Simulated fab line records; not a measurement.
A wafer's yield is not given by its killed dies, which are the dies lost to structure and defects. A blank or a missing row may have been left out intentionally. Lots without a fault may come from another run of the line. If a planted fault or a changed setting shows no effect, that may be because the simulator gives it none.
Matching of chambers ; flow n5Finfet ; 3 sister chambers for N5_BEOL_M3_ILD_DEP_00 on pecvd-01
The step deposits SiOC from DEMS/O2, target thk 79 nm, time 15.3 s. 6 wafers are shown with their chamber, then 12 later ones without.

## WAFERS, EACH WITH ITS CHAMBER
wafer;chamber;throttleValvePct (%);heaterPowerW (W)
L086.2;1;12.2;554
L089.5;2;11.3;479
L089.6;0;12.1;640
L091.2;0;12.2;646
L091.5;1;12.3;529
L091.6;2;11.2;485

## WAFERS WHOSE CHAMBER IS MISSING
wafer;throttleValvePct (%);heaterPowerW (W)
L090.1;12.1;459
L090.5;12.3;458
L090.6;11.3;491
L092.1;11.6;600
L092.2;12.4;477
L092.4;12.3;487
L094.2;11.9;563
L094.4;11.1;465
L094.5;12.2;495
L095.4;12.4;563
L095.5;11.7;647
L095.6;11.3;435

## EACH ONE'S CHAMBER
wafer;from the rows above;in truth
L090.1;1;1
L090.5;1;1
L090.6;2;2
L092.1;can't be placed: 0 or 1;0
L092.2;1;1
L092.4;1;1
L094.2;1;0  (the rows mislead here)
L094.4;2;2
L094.5;1;1
L095.4;1;1
L095.5;0;0
L095.6;2;2
Correctly placed: 10 of 12. These rows do not allow placing 1 (true chamber among the candidates in 1). Number placed wrongly: 1.
How it was worked out, from the rows above alone: a wafer's distance from a chamber is the root of the sum, over the readings, of the square of ((its reading less the chamber's mean) divided by the reading's scatter). If the next closest chamber is less than 2 further off than the closest, the wafer can't be placed; otherwise it belongs to the closest. A chamber's mean is the mean of its shown wafers. The scatter: the root of (the sum of the squares of (reading less its chamber's mean) over the shown wafers, divided by (wafers less chambers)).
